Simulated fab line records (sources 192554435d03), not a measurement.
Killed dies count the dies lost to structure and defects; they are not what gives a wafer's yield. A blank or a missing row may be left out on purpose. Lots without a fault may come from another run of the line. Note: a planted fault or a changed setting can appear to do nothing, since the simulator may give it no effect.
A struck lot beside a sound one -- flow n5_finfet -- 18 steps out of a route of 1938
Sound: wafers L167.1, L167.4, L167.6. Wafers struck: L154.1, L154.3, L154.6. The cause comes at the end.
Each step with rows lists, per side, the tool, then ch with its chambers, then its first start. Under that, the readings that differ: sound wafers -- struck wafers -- difference of the means -- sigmas: that difference in standard deviations of wafers without a fault.
alike: same words and numbers on both sides, and readings whose means sit less than 2 such deviations apart. not compared: any withheld reading, any reading some wafer has no value for, any bound like >300 that may hide the same value, and any number with overlapping values for which the record gives no deviation.
Wherever a step has rows on one side only, a row that says differs or no value, or a row with sigmas, the two part there. Numbers that have no deviation but don't overlap get no sigmas and don't part them. A reading missing from all wafers of one side parts the sides only when that side holds two or more wafers.

first, 10 steps without rows for these wafers: N5_ZERO_LAYER_HARDBAKE_23 (time 120 s); N5_ZERO_LAYER_DESCUM_16 (chemistry O2, time 7.9 s); N5_ZERO_LAYER_ETCH_17 (etches SiO2 in CF4, target depth 12 nm, time 13.3 s); N5_ZERO_LAYER_ETCH_18 (etches Si in HBr/Cl2, target depth 120 nm, time 40 s); N5_ZERO_LAYER_STRIP_24 (strips in O2); N5_ZERO_LAYER_STRIP_19 (strips in SPM, time 900 s); N5_WELL_APT_HMDS_01 (time 60 s); N5_WELL_APT_COAT_02 (resist thk 950 nm); N5_WELL_APT_EBR_04; N5_WELL_APT_SOFTBAKE_03 (time 60 s).
N5_WELL_APT_EXPOSE_05: exposes mask NWELL, defocus 0 nm, target cd 200 nm.
  struck on krf_scanner-01, day 3 07:31; sound on krf_scanner-02 ch 0, day 6 13:38
  no value came back on the struck wafers for exposure_dose_mJ_cm2, focus_offset_nm (nm), na; on the sound wafers exposure_dose_mJ_cm2 reads 20.316 20.302 20.269
  alike: mask
then, 3 steps without rows for these wafers: N5_WELL_APT_PEB_06 (peb time 90 s); N5_WELL_APT_DEVELOP_07 (develop time 45 s); N5_WELL_APT_HARDBAKE_12 (time 120 s).
N5_WELL_APT_CD_MEAS_08 targets a cd of 200 nm.
  sound on cd_sem-03 ch 0, day 6 13:49; struck on cd_sem-02 ch 0, day 3 07:41
reading,sound,struck,difference,sigmas
cd_nm (nm),198.2 198.3 198.0,- - -,no value on the struck wafers,
N5_WELL_APT_OVL_MEAS_09:
  sound on overlay-01 ch 0, day 6 13:50; struck on overlay-01 ch 0, day 3 07:43
reading,sound,struck,difference,sigmas
NWELL_OVL (nm),5 -5 6,- - -,no value on the struck wafers,
N5_BEOL_M4_RC_MEAS_101:
  the record has rows for the sound wafers here (prober-02 ch 0, day 12 22:10) and none for the struck ones
-- a jump in the record: the struck wafers' starts before and after are 12 days apart (it breaks off in module BEOL_M4 and resumes in module PASSIVATION, where the first step shown is number 1936 of the route) --
N5_PASSIVATION_PROBE_49:
  sound on prober-02 at day 17 13:56; struck on prober-02 at day 14 20:57
reading,sound,struck,difference,sigmas
defect_limited_yield (%),89.7 89.5 88.1,0 0 0,-89,-59
killed_at_contacts,29 28 21,12 6 7,-18,-3
killed_at_front_end,48 48 64,1101 1118 1118,+1059,+88
killed_dies,122 124 140,1180 1180 1180,+1051,+58
killed_on_rim,18 15 19,152 152 152,+135,+35
sort_bin_5_function (%),5.7 5.6 6.8,95.6 96.4 95.7,+89.9,+95
sort_n_pass,1058 1056 1040,0 0 0,-1051,-58
sort_yield_pct (%),89.7 89.5 88.1,0 0 0,-89,-59
  alike: killed_at_M0_to_M3, killed_at_M4_up, killed_at_other, killed_open, killed_short, sort_bin_6_memory

== WHERE THEY PART ==
Last at N5_PASSIVATION_PROBE_49 as far as this record goes, first at N5_WELL_APT_EXPOSE_05.

WHY: what the simulator had put in
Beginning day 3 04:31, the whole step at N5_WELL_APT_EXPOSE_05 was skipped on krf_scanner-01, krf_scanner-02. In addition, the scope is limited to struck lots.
